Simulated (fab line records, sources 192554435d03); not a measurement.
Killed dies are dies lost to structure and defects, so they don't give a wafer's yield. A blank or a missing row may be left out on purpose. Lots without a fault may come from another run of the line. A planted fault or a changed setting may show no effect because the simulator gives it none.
fab line records | flow n5_finfet | part 1 of 2: steps 1 to 4 of 6
record lots=23 wafers=69 last_day=18
route steps=1938 shown BEOL_M15@1790 MIM_TOP@1835 MIM_TOP_ETCH@1852
lots that met no fault: from a run of the same line without faults
start_h: hours from the record's first day to the start of the lot's first wafer shown | wait_h: hours since the lot's step before | " the same as in the row above | L1.1+2: a row that stands for several wafers | - no value, or no start given | * or withheld: withheld | < > ~ a bound
route shown NAME@n: a module of which the file shows steps, and the number in the route of the first | usual: mean/standard deviation of fault-free wafers | same: alike in all rows | chamber/n: place in a boat | sites: the reading at each site | _std_site: their standard deviation | _edge_site: outer sites' mean less inner sites' | radius_mm: how far each site lies from the wafer's centre | mask NAME#n: copy n | behind: the tool/chamber that last shaped the wafer | hold: why the lot was held/for how many hours/how that ended | device: the transistor (n, p or np) that didn't switch | end of line: the same wafers' tests at the end of the route | a step without rows: its recipe alone | killed: dies lost to structure and defects at the first sort, not the wafer's yield | map: a wafer's dies, x killed, . not, _ none there
set.NAME: the setting as run; set.NAME@STEP: as run at that earlier step | model.NAME: the simulator's own value behind a step, which no gauge read
steps of the route over a sample of lots; a table a step, a row a wafer
services: from which hour (start_h, from the record's first day; less than 0 if before it) a tool's chamber was out of use, for how many hours, and why
## steps
# step N5_BEOL_M15_STRIP_64
# recipe chemistry=O2 power_w=600 temp_c=60 pressure_mtorr=30 rf_frequency_hz=6e+07 bias_power_w=0 overash_fraction=0.3 o2_flow_sccm=225
# usual drypump_motor_current_A=5.6/0.34 oes_product_au=0.81/0.075 rf_vpp_V=3.7/0.47 showerhead_plenum_p_Torr=2.11/0.08 temp_c=60.00/0.12 throttle_valve_pct=16.50/0.24
# columns lot.wafer tool chamber start_h wait_h drypump_motor_current_A oes_product_au rf_hours_counter_h rf_vpp_V showerhead_plenum_p_Torr temp_c throttle_valve_pct
L074.1 rie_diel-01 3 - - 6.3 0.85 68 4.5 2.03 59.99 16.40
L074.2 " 2 " " 6.1 0.69 240 4.4 2.00 60.13 16.95
L074.3 " 1 " " 5.8 0.69 216 4.1 2.07 60.14 16.59
L077.3 rie_diel-06 3 - - 5.3 0.81 87 3.9 2.21 60.12 16.66
L077.4 " 0 " " 5.8 0.87 62 3.2 2.04 60.08 16.66
L077.6 " 1 " " 5.9 0.84 - 3.9 2.10 59.86 16.07
L076.3 rie_diel-06 0 - - 5.8 0.87 62 3.7 2.04 60.24 16.67
L076.4 " 2 " " 5.2 0.69 234 4.1 2.05 60.11 16.95
L076.6 " 3 " " 5.3 0.82 - 3.6 2.21 59.94 16.70
L075.3 rie_diel-06 1 - - 5.9 0.84 66 3.6 2.10 60.01 16.11
L075.4 " 3 " " 5.3 0.81 90 4.3 2.21 59.85 16.68
L075.6 " 0 " " 5.8 0.87 - 3.4 2.04 59.99 16.68
L078.2 rie_diel-03 3 - - 5.9 0.95 8 3.7 2.14 60.20 16.64
L078.4 " 0 " " 5.2 0.80 88 3.7 2.22 59.63 16.37
L078.5 " 0 " " 5.2 0.81 - 3.4 2.22 59.92 16.35
L079.3 rie_diel-03 2 - - 5.2 0.74 193 3.6 1.98 59.91 16.28
L079.4 " 3 " " 5.9 0.94 8 3.6 2.14 60.12 16.64
L079.6 " 0 " " 5.2 0.81 - 3.8 2.22 60.12 16.37
L080.1 rie_diel-03 1 - - 6.0 0.77 115 3.7 2.19 59.93 16.26
L080.4 " 3 " " 5.9 0.93 11 3.2 2.14 59.85 16.65
L080.6 " 2 " " 5.2 0.74 - 4.0 1.98 60.03 16.30
L081.1 rie_diel-03 3 - - 5.9 0.93 12 3.0 2.14 59.98 16.65
L081.2 " 2 " " 5.2 0.73 196 4.3 1.98 59.88 16.29
L081.5 " 0 " " 5.2 0.81 - 4.2 2.22 60.16 16.37
L082.1 rie_diel-06 1 - - 5.9 0.83 74 3.4 2.10 60.10 16.10
L082.4 " 2 " " 5.2 0.68 246 4.6 2.05 59.97 16.96
L082.5 " 0 " " 5.8 0.86 - 4.4 2.03 60.08 16.68
L083.1 rie_diel-03 0 - - 5.2 0.80 97 4.6 2.22 60.16 16.38
L083.2 " 3 " " 5.9 0.93 15 3.7 2.14 59.99 16.67
L083.5 " 1 " " 6.0 0.77 - 3.6 2.19 59.97 16.25
L085.2 rie_diel-03 0 - - 5.2 0.79 98 3.1 2.22 60.01 16.38
L085.4 " 2 " " 5.2 0.72 201 2.6 1.98 59.89 16.31
L085.6 " 0 " " 5.2 0.80 - 4.2 2.22 59.82 16.38
L088.2 rie_diel-06 3 - - 5.3 0.78 112 3.7 2.20 60.12 16.72
L088.5 " 1 " " 5.9 0.81 - 3.8 2.10 60.05 16.14
L088.6 " 0 " " 5.8 0.85 - 3.7 2.03 60.28 16.74
L086.1 rie_diel-06 3 - - 5.3 0.77 114 4.5 2.20 60.06 16.73
L086.2 " 1 " " 5.9 0.81 89 3.5 2.10 60.14 16.14
L086.4 " 2 " " 5.2 0.95 5 3.8 2.05 60.13 16.51
L084.1 rie_diel-03 3 - - 5.9 0.89 26 5.1 2.14 59.93 16.66
L084.5 " 2 " " 5.2 0.71 - 3.8 1.97 60.00 16.33
L084.6 " 3 " " 5.9 0.89 - 2.8 2.14 59.97 16.68
L090.2 rie_diel-03 2 - - 5.2 0.72 210 3.4 1.98 60.08 16.31
L090.3 " 0 " " 5.2 0.78 108 3.4 2.21 59.82 16.40
L090.4 " 3 " " 5.9 0.90 26 3.0 2.14 60.01 16.68
L089.3 rie_diel-01 1 - - 5.9 0.68 239 4.1 2.07 60.06 16.64
L089.4 " 0 " " 5.2 0.69 226 4.0 2.14 59.80 16.75
L089.5 " 0 " " 5.2 0.68 - 4.1 2.14 59.83 16.72
L091.1 rie_diel-06 1 - - 5.9 0.80 95 3.2 2.09 59.97 16.14
L091.3 " 0 " " 5.8 0.84 92 4.0 2.03 60.09 16.72
L091.4 " 2 " " 5.2 0.93 10 3.7 2.04 59.95 16.54
L092.2 rie_diel-06 2 - - 5.2 0.93 14 4.0 2.04 59.97 16.53
L092.5 " 0 " " 5.8 0.83 - 4.1 2.02 59.91 16.72
L092.6 " 3 " " 5.3 0.78 - 4.0 2.19 59.95 16.75
L093.1 rie_diel-06 0 - - 5.8 0.84 97 3.4 2.02 59.92 16.74
L093.2 " 1 " " 5.9 0.80 99 4.0 2.09 59.99 16.16
L093.3 " 2 " " 5.2 0.93 14 4.2 2.04 60.22 16.53
L094.4 rie_diel-06 2 - - 5.2 0.92 15 3.5 2.04 60.15 16.54
L094.5 " 3 " " 5.3 0.77 - 3.8 2.19 59.96 16.77
L094.6 " 0 " " 5.7 0.83 - 3.3 2.02 60.14 16.74
L096.1 rie_diel-03 0 - - 5.3 0.78 120 3.4 2.21 60.29 16.42
L096.2 " 2 " " 5.3 0.71 221 3.9 1.97 60.02 16.33
L096.4 " 3 " " 5.9 0.88 39 3.9 2.13 60.15 16.69
L095.2 rie_diel-06 1 - - 5.9 0.79 101 4.1 2.09 59.97 16.16
L095.4 " 3 " " 5.3 0.77 126 3.6 2.19 59.84 16.76
L095.5 " 0 " " 5.8 0.82 - 3.1 2.02 59.94 16.75
L097.4 rie_diel-01 3 - - 6.2 0.80 - 4.6 2.02 59.69 16.50
L097.5 " 1 " " 5.9 0.98 - 4.1 2.06 60.02 16.22
L097.6 " 2 " " 6.1 0.90 - 4.6 2.25 60.13 16.57
# step N5_BEOL_M15_STRIP_62
# recipe chemistry=O2 power_w=600 temp_c=60 pressure_mtorr=30 rf_frequency_hz=6e+07 bias_power_w=0 overash_fraction=0.3 o2_flow_sccm=225
# usual drypump_motor_current_A=5.6/0.37 oes_product_au=0.80/0.081 rf_vpp_V=3.6/0.51 showerhead_plenum_p_Torr=2.11/0.081 temp_c=60.00/0.11 throttle_valve_pct=16.52/0.23
# columns lot.wafer tool chamber start_h wait_h drypump_motor_current_A oes_product_au rf_hours_counter_h rf_vpp_V showerhead_plenum_p_Torr temp_c throttle_valve_pct
L074.1 rie_diel-03 2 - - 5.2 0.74 185 4.6 1.98 60.19 16.27
L074.2 " 0 " " 5.2 0.82 82 4.5 2.22 59.92 16.36
L074.3 " 3 " " 5.9 0.98 1 3.0 2.15 59.89 16.63
L076.3 rie_diel-01 0 - - 5.2 0.70 199 4.1 2.15 60.03 16.71
L076.4 " 2 " " 6.1 0.69 244 4.1 2.00 59.86 16.96
L076.6 " 0 " " 5.2 0.70 - 3.1 2.15 60.04 16.72
L077.3 rie_diel-06 3 - - 5.3 0.82 89 3.8 2.21 60.19 16.69
L077.4 " 2 " " 5.2 0.69 235 3.9 2.05 60.05 16.94
L077.6 " 3 " " 5.3 0.81 - 3.3 2.21 60.15 16.69
L075.3 rie_diel-03 0 - - 5.2 0.81 88 3.7 2.22 60.05 16.36
L075.4 " 3 " " 5.9 0.94 8 2.8 2.14 59.88 16.63
L075.6 " 1 " " 6.0 0.78 - 2.8 2.19 60.09 16.23
L078.2 rie_diel-06 3 - - 5.3 0.80 93 3.5 2.20 60.04 16.71
L078.4 " 0 " " 5.8 0.87 67 3.5 2.03 59.90 16.69
L078.5 " 2 " " 5.2 0.68 - 3.8 2.05 60.09 16.95
L079.3 rie_diel-03 0 - - 5.2 0.81 90 2.8 2.22 59.81 16.38
L079.4 " 1 " " 6.0 0.77 113 4.3 2.19 60.12 16.26
L079.6 " 1 " " 6.0 0.77 - 3.2 2.19 59.95 16.24
L080.1 rie_diel-06 3 - - 5.3 0.81 97 2.9 2.20 60.12 16.70
L080.4 " 1 " " 5.9 0.82 72 3.1 2.10 59.95 16.09
L080.6 " 3 " " 5.3 0.80 - 3.6 2.20 59.96 16.69
L081.1 rie_diel-06 3 - - 5.3 0.80 98 4.1 2.20 60.00 16.69
L081.2 " 2 " " 5.2 0.69 244 3.8 2.05 59.94 16.96
L081.5 " 0 " " 5.7 0.86 - 3.5 2.03 60.13 16.69
L082.1 rie_diel-01 0 - - 5.2 0.68 212 3.5 2.14 59.99 16.71
L082.4 " 0 " " 5.2 0.68 - 4.6 2.14 59.89 16.73
L082.5 " 3 " " 6.2 0.84 - 4.3 2.03 59.96 16.43
L083.1 rie_diel-06 0 - - 5.8 0.86 75 3.0 2.03 60.14 16.68
L083.2 " 2 " " 5.2 0.68 250 3.2 2.05 59.95 16.98
L083.5 " 2 " " 5.2 0.68 - 3.4 2.05 59.95 16.97
L085.2 rie_diel-03 2 - - 5.2 0.73 203 4.2 1.98 60.25 16.30
L085.4 " 1 " " 6.0 0.76 123 2.7 2.19 60.06 16.27
L085.6 " 1 " " 6.0 0.77 - 2.8 2.19 59.95 16.26
L088.2 rie_diel-06 0 - - 5.8 0.85 85 3.4 2.03 60.15 16.71
L088.5 " 2 " " 5.3 0.96 - 3.9 2.05 59.87 16.52
L088.6 " 1 " " 5.9 0.81 - 3.5 2.10 59.91 16.12
L086.1 rie_diel-06 1 - - 5.9 0.81 89 3.6 2.09 60.11 16.12
L086.2 " 3 " " 5.3 0.78 115 4.0 2.20 59.87 16.76
L086.4 " 0 " " 5.8 0.85 87 3.3 2.03 59.95 16.71
L084.1 rie_diel-01 2 - - 6.1 0.96 8 4.0 2.26 59.91 16.53
L084.5 " 1 " " 5.9 0.68 - 3.9 2.06 59.81 16.62
L084.6 " 0 " " 5.2 0.68 - 3.7 2.14 59.92 16.73
L090.2 rie_diel-06 3 - - 5.3 0.78 116 4.1 2.20 59.98 16.73
L090.3 " 2 " " 5.2 0.95 7 3.6 2.05 60.15 16.53
L090.4 " 0 " " 5.8 0.84 88 4.4 2.03 60.02 16.73
L089.3 rie_diel-03 1 - - 6.0 0.75 131 2.8 2.18 60.04 16.28
L089.4 " 3 " " 5.9 0.89 28 3.3 2.14 59.86 16.68
L089.5 " 0 " " 5.2 0.79 - 4.1 2.21 60.12 16.40
L091.1 rie_diel-03 0 - - 5.2 0.78 115 3.4 2.21 60.07 16.41
L091.3 " 1 " " 6.0 0.75 136 3.2 2.18 60.10 16.29
L091.4 " 2 " " 5.2 0.71 217 4.0 1.97 59.95 16.33
L092.2 rie_diel-06 1 - - 5.9 0.80 99 3.4 2.09 60.07 16.15
L092.5 " 1 " " 5.9 0.79 - 3.8 2.09 60.04 16.16
L092.6 " 0 " " 5.7 0.84 - 3.7 2.02 59.95 16.74
L093.1 rie_diel-01 2 - - 6.1 0.93 19 3.5 2.25 60.00 16.54
L093.2 " 0 " " 5.2 0.67 238 4.4 2.13 60.03 16.76
L093.3 " 3 " " 6.2 0.82 106 3.9 2.02 60.00 16.46
L094.4 rie_diel-01 3 - - 6.2 0.81 - 3.0 2.02 59.95 16.47
L094.5 " 0 " " 5.2 0.66 - 4.1 2.13 60.08 16.79
L094.6 " 2 " " 6.1 0.93 - 3.6 2.25 60.25 16.54
L096.1 rie_diel-06 2 - - 5.2 0.91 18 3.2 2.04 59.67 16.52
L096.2 " 1 " " 5.9 0.79 102 2.4 2.09 59.88 16.14
L096.4 " 0 " " 5.8 0.83 100 4.1 2.02 59.94 16.75
L095.2 rie_diel-06 1 - - 5.9 0.79 102 3.6 2.09 60.18 16.17
L095.4 " 0 " " 5.8 0.82 100 4.2 2.02 59.88 16.76
L095.5 " 3 " " 5.3 0.76 - 3.9 2.19 59.83 16.75
L097.4 rie_diel-01 3 - - 6.2 0.80 - 3.7 2.02 60.00 16.47
L097.5 " 1 " " 5.8 0.98 - 4.0 2.06 60.00 16.21
L097.6 " 2 " " 6.1 0.91 - 3.9 2.25 60.06 16.57
# step N5_BEOL_M15_SPUTTER_43
# recipe material=TaN target_thk_a=150 temp_c=50 bias_v=168.6 power_w=15000 chamber_pressure_pa=0.12 time_s=24.19
# usual throttle_valve_pct=29.7/1.1
# columns lot.wafer tool chamber start_h wait_h throttle_valve_pct
L074.1 pvd_sputter-03 - 253.87 0.0 29.5
L074.2 " - " " 29.8
L074.3 " - " " 31.2
L076.3 pvd_sputter-02 - 263.01 0.0 28.6
L076.4 " - " " 29.7
L076.6 " - " " 28.8
L077.3 pvd_sputter-01 - 266.71 0.0 28.8
L077.4 " - " " 28.3
L077.6 " - " " 30.2
L075.3 pvd_sputter-03 - 274.56 0.0 29.9
L075.4 " - " " 28.0
L075.6 " - " " 29.2
L078.2 pvd_sputter-01 - 277.72 0.0 28.9
L078.4 " - " " 30.5
L078.5 " - " " 28.4
L079.3 pvd_sputter-01 - 278.33 0.0 30.3
L079.4 " - " " 28.4
L079.6 " - " " 31.2
L080.1 pvd_sputter-02 - 288.30 0.0 29.8
L080.4 " - " " 28.9
L080.6 " - " " 28.8
L081.1 pvd_sputter-03 - 289.41 0.0 29.5
L081.2 " - " " 29.9
L081.5 " - " " 31.2
L082.1 pvd_sputter-03 - 294.99 0.0 30.9
L082.4 " - " " 29.6
L082.5 " - " " 29.8
L083.1 pvd_sputter-03 - 303.46 0.0 29.3
L083.2 " - " " 28.0
L083.5 " - " " 31.2
L085.2 pvd_sputter-03 - 313.03 0.0 29.8
L085.4 " - " " 31.1
L085.6 " - " " 31.3
L088.2 pvd_sputter-01 - 330.67 0.0 29.0
L088.5 " - " " 31.2
L088.6 " - " " 30.3
L086.1 pvd_sputter-01 - 337.87 0.0 28.9
L086.2 " - " " 30.5
L086.4 " - " " 30.3
L084.1 pvd_sputter-03 - 338.42 0.0 29.4
L084.5 " - " " 29.6
L084.6 " - " " 28.0
L090.2 pvd_sputter-01 - 338.50 0.0 30.4
L090.3 " - " " 31.4
L090.4 " - " " 28.7
L089.3 pvd_sputter-02 - 339.07 0.0 30.2
L089.4 " - " " 30.4
L089.5 " - " " 30.1
L091.1 pvd_sputter-02 - 358.72 0.0 30.0
L091.3 " - " " 29.2
L091.4 " - " " 29.8
L092.2 pvd_sputter-03 - 372.75 0.0 29.1
L092.5 " - " " 27.7
L092.6 " - " " 29.4
L093.1 pvd_sputter-02 - 374.40 0.0 28.9
L093.2 " - " " 30.5
L093.3 " - " " 29.7
L094.4 pvd_sputter-01 - 376.19 0.0 30.1
L094.5 " - " " 28.8
L094.6 " - " " 31.6
L096.1 pvd_sputter-03 - 380.22 0.0 31.1
L096.2 " - " " 27.8
L096.4 " - " " 29.7
L095.2 pvd_sputter-03 - 380.96 0.0 29.3
L095.4 " - " " 30.0
L095.5 " - " " 31.1
L097.4 pvd_sputter-03 - 406.47 0.0 31.2
L097.5 " - " " 29.9
L097.6 " - " " 27.7
# step N5_BEOL_M15_CMP_49
# recipe stop_on=SiO2 t_overpolish_s=4.9 down_force_psi=2 platen_rpm=80 clearing_platen_down_force_psi=2 clearing_platen_rpm=80 post_cmp_clean=cu_alkaline target_thk_nm=850 clearing_platen_pad_velocity_m_s=1.5917 pad_velocity_m_s=1.5917
# usual barrier_field_endpoint_s=11.39/0.29 motor_current_A=8.2/0.91 overpolish_run_s=4.901/0.008 slurry_flow_ml_min=150.0/0.45
# columns lot.wafer tool chamber start_h wait_h barrier_field_endpoint_s motor_current_A overpolish_run_s slurry_flow_ml_min
L074.1 cmp-04 0 254.69 0.3 11.50 7.6 4.896 149.5
L074.3 " 1 " " 11.74 8.4 4.894 150.1
L074.2 " 3 " " 11.74 7.1 4.885 150.3
L076.3 cmp-04 2 263.90 0.2 11.52 7.0 4.891 149.6
L076.4 " 3 " " 11.67 7.4 4.908 149.6
L076.6 " 1 " " 11.94 8.4 4.908 150.9
L077.3 cmp-03 2 267.99 0.2 12.11 9.2 4.902 149.6
L077.4 " 0 " " 11.62 7.0 4.907 150.0
L077.6 " 2 " " 12.20 9.1 4.904 149.7
L075.3 cmp-03 1 275.38 0.2 11.64 8.7 4.898 150.3
L075.4 " 2 " " 11.70 9.2 4.897 150.4
L075.6 " 1 " " 11.30 9.4 4.899 150.3
L078.2 cmp-04 0 278.56 0.2 11.55 6.6 4.885 150.6
L078.4 " 3 " " 11.43 7.3 4.898 149.4
L078.5 " 1 " " 11.59 8.5 4.910 150.1
L079.3 cmp-03 0 279.18 0.2 11.48 6.9 4.907 150.1
L079.4 " 1 " " 11.44 8.6 4.901 150.5
L079.6 " 3 " " 11.34 9.5 4.904 149.9
L080.4 cmp-04 1 289.15 0.2 12.01 8.4 4.890 149.6
L080.1 " 2 " " 11.53 6.9 4.903 149.8
L080.6 " 1 " " 12.09 8.9 4.896 149.5
L081.2 cmp-03 0 290.23 0.2 11.33 7.2 4.923 149.9
L081.1 " 1 " " 11.01 9.2 4.911 150.7
L081.5 " 0 " " 11.50 7.1 4.900 149.4
L082.4 cmp-02 3 295.86 0.2 10.87 9.4 4.902 149.7
L082.1 " 1 " " 10.91 7.5 4.907 150.3
L082.5 " 3 " " 10.96 9.8 4.904 149.6
L083.2 cmp-02 2 304.43 0.3 11.48 8.1 4.905 150.1
L083.1 " 3 " " 11.46 9.3 4.908 149.1
L083.5 " 0 " " 11.84 7.9 4.904 150.0
L085.4 cmp-02 1 314.70 0.1 11.19 7.5 4.910 149.4
L085.2 " 3 " " 11.13 9.2 4.889 150.3
L085.6 " 2 " " 11.15 8.2 4.884 150.0
L088.2 cmp-02 2 331.49 0.2 11.77 9.2 4.893 149.8
L088.5 " 2 " " 11.80 8.5 4.906 149.1
L088.6 " 3 " " 11.45 9.7 4.908 149.4
L086.2 cmp-04 0 338.71 0.2 11.63 7.2 4.885 150.2
L086.1 " 2 " " 11.47 6.7 4.900 149.3
L086.4 " 3 " " 11.49 7.5 4.906 150.2
L084.1 cmp-02 2 339.31 0.3 11.24 8.1 4.905 151.1
L084.6 " 1 " " 10.95 7.4 4.906 149.9
L084.5 " 2 " " 11.26 8.5 4.882 149.9
L090.4 cmp-04 2 339.39 0.2 11.18 7.3 4.898 149.6
L090.2 " 3 " " 11.71 7.5 4.900 150.3
L090.3 " 0 " " 11.43 6.8 4.903 150.1
L089.3 cmp-03 1 340.07 0.3 11.31 9.0 4.902 149.7
L089.4 " 2 " " 11.40 9.9 4.908 149.8
L089.5 " 0 " " 11.45 7.0 4.902 149.9
L091.1 cmp-03 3 359.57 0.3 11.03 9.2 4.893 149.5
L091.4 " 0 " " 11.53 7.1 4.901 150.5
L091.3 " 1 " " 11.35 8.9 4.888 150.4
L092.2 cmp-04 3 373.61 0.2 11.24 7.0 4.904 150.0
L092.6 " 2 " " 11.29 7.0 4.890 150.3
L092.5 " 3 " " 11.25 7.3 4.902 149.7
L093.2 cmp-02 3 375.25 0.2 10.82 9.1 4.893 149.8
L093.1 " 0 " " 11.06 8.0 4.900 149.4
L093.3 " 1 " " 10.95 8.0 4.908 150.8
L094.4 cmp-02 1 377.08 0.2 11.30 7.4 4.904 150.2
L094.6 " 3 " " 11.38 9.4 4.899 150.9
L094.5 " 0 " " 11.28 7.9 4.886 150.3
L096.2 cmp-03 3 381.06 0.2 10.95 9.6 4.895 150.1
L096.4 " 0 " " 11.39 7.5 4.903 150.1
L096.1 " 1 " " 11.16 9.3 4.906 149.4
L095.2 cmp-02 0 382.25 0.2 11.54 8.1 4.897 149.8
L095.4 " 1 " " 11.31 7.5 4.889 150.4
L095.5 " 1 " " 11.40 7.5 4.910 149.9
L097.4 cmp-02 0 407.56 0.2 11.15 7.9 4.888 149.4
L097.5 " 1 " " 11.25 8.0 4.909 150.0
L097.6 " 2 " " 10.99 8.9 4.910 149.5
